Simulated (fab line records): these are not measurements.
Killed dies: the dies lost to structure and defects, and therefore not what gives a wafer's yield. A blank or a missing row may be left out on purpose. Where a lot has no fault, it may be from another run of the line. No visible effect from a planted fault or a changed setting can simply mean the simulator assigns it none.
Matching of chambers | flow nand-harc | 3 sister chambers for NHARC_P_M1_CMP_23 on cmp-03
The step polishes, t overpolish 20 s, target thk 157.82 nm. 3 wafers are shown with their chamber, then 6 later ones without.

== WAFERS PAIRED WITH THEIR CHAMBERS ==
wafer  | chamber | motor-current-A (A)
L310.1 | 2       | 11.2
L312.2 | 0       | 11.3
L312.5 | 1       | 10.3

== WAFERS MISSING THEIR CHAMBER ==
wafer  | motor-current-A (A)
L312.6 | 10.9
L313.1 | 11.6
L313.3 | 10.5
L313.5 | 12.0
L314.1 | 10.6
L314.5 | 10.6

== WHICH CHAMBER EACH ONE RAN IN ==
wafer  | from the rows above          | in truth
L312.6 | can't be placed: 2 or 0 or 1 | 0
L313.1 | can't be placed: 0 or 2      | 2
L313.3 | can't be placed: 1 or 2 or 0 | 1
L313.5 | can't be placed: 0 or 2      | 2
L314.1 | can't be placed: 1 or 2 or 0 | 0
L314.5 | can't be placed: 1 or 2 or 0 | 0
Placed correctly: 0 of 6. Cannot be placed on the basis of these rows: 6; the candidates contain the true chamber in 6. 0 placed wrongly.
How it was worked out, from the rows above alone: a wafer's distance from a chamber is the root of the sum, over the readings, of the square of ((its reading less the chamber's mean) divided by the reading's scatter). If the next closest chamber is less than 2 further off than the closest, the wafer can't be placed; otherwise it belongs to the closest. The mean given for a chamber averages the wafers shown for that chamber. The scatter: with one shown wafer a chamber, the root of the mean of the squares of how far each hidden wafer lies from its nearest shown one.
